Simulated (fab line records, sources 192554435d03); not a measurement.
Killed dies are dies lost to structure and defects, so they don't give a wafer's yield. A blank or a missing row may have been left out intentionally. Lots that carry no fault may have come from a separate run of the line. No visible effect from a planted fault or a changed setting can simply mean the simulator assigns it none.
Matching of chambers + flow n5_finfet + rie_diel-04 running N5_BEOL_M10_VIA_ETCH_34: 4 sister chambers
The step etches SiCOH lowk in C4F6/O2, target depth 184.5 nm, time 69.2 s. 4 wafers are shown with their chamber, then 10 later ones without.

## WAFERS WITH THEIR CHAMBER
| wafer  | chamber | drypump_motor_current_A (A) |
|--------|---------|-----------------------------|
| L084.5 | 0       | 6.2                         |
| L086.2 | 2       | 5.5                         |
| L089.2 | 3       | 5.5                         |
| L089.3 | 1       | 6.2                         |

## WAFERS MISSING THEIR CHAMBER
| wafer  | drypump_motor_current_A (A) |
|--------|-----------------------------|
| L089.5 | 6.2                         |
| L088.1 | 5.5                         |
| L088.2 | 5.5                         |
| L088.4 | 6.2                         |
| L090.2 | 6.2                         |
| L090.3 | 6.2                         |
| L090.6 | 5.6                         |
| L096.2 | 6.2                         |
| L096.3 | 5.5                         |
| L096.6 | 6.2                         |

## THE CHAMBER EACH PASSED THROUGH
| wafer  | from the rows above     | in truth |
|--------|-------------------------|----------|
| L089.5 | can't be placed: 0 or 1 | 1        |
| L088.1 | can't be placed: 2 or 3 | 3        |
| L088.2 | can't be placed: 2 or 3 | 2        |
| L088.4 | can't be placed: 0 or 1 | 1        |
| L090.2 | can't be placed: 0 or 1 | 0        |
| L090.3 | can't be placed: 0 or 1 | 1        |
| L090.6 | can't be placed: 2 or 3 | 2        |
| L096.2 | can't be placed: 0 or 1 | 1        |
| L096.3 | can't be placed: 2 or 3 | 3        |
| L096.6 | can't be placed: 0 or 1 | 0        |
0 of 10 placed correctly. Cannot be placed on the basis of these rows: 10; the candidates contain the true chamber in 10. Number placed wrongly: 0.
How it was worked out, from the rows above alone: a wafer's distance from a chamber is the root of the sum, over the readings, of the square of ((its reading less the chamber's mean) divided by the reading's scatter). If the next closest chamber is less than 2 further off than the closest, the wafer can't be placed; otherwise it belongs to the closest. Each chamber's mean is taken over the wafers shown for it. The scatter: with one shown wafer a chamber, the root of the mean of the squares of how far each hidden wafer lies from its nearest shown one.
